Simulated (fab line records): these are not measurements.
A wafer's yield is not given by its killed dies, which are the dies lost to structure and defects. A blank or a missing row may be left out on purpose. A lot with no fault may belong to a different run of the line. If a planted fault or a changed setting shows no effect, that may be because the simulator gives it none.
Which tool is to blame? -- flow n5Finfet -- at 1 step of a route of 1938, 9 lots with 27 wafers sampled

WHAT EACH GAUGE READ, for each wafer
N5_BEOL_M6_CD_MEAS_18: pitch 80 nm, target cd 40 nm.
lot,measured,on,cdNm (nm)
L619,day 9 11:38,cdSem-02,40.5 39.8 40.9
L621,day 10 00:43,cdSem-01,39.7 39.3 39.7
L624,day 10 16:48,cdSem-01,40.7 40.7 39.3
L622,day 10 17:10,cdSem-02,39.1 40.1 39.3
L627,day 11 14:47,cdSem-02,40.2 40.2 40.0
L628,day 11 19:27,cdSem-03,39.9 40.7 40.4
L635,day 13 17:20,cdSem-03,39.6 40.4 40.3
L640,day 15 03:59,cdSem-03,40.2 40.2 41.2
L639,day 15 04:34,cdSem-02,39.8 41.5 41.0

EACH LOT AND THE TOOL THAT RAN IT (in order: tool; ch and the chambers of the sampled wafers; start)
No process step before these readings appears in the record.

THE ANSWER, worked out from the rows above alone
Rule: the lots themselves supply what counts as usual. Put in order of their means at a reading, lots are off if they are a third of the lots or fewer, leave a main group of 4 or more, and stand apart from it by a gap of 3 or more times the standard deviation of the main group's means; of several such gaps the widest counts. Not used: any main group whose means are identical at the precision the tables above print for the reading. Also off: a lot with no number at a reading for which 4 or more lots have one. The other lots that the step has rows for count as sound.
No lot is off at any reading shown: from this, nothing can be told.

WHAT THE SIMULATOR HAD INSERTED
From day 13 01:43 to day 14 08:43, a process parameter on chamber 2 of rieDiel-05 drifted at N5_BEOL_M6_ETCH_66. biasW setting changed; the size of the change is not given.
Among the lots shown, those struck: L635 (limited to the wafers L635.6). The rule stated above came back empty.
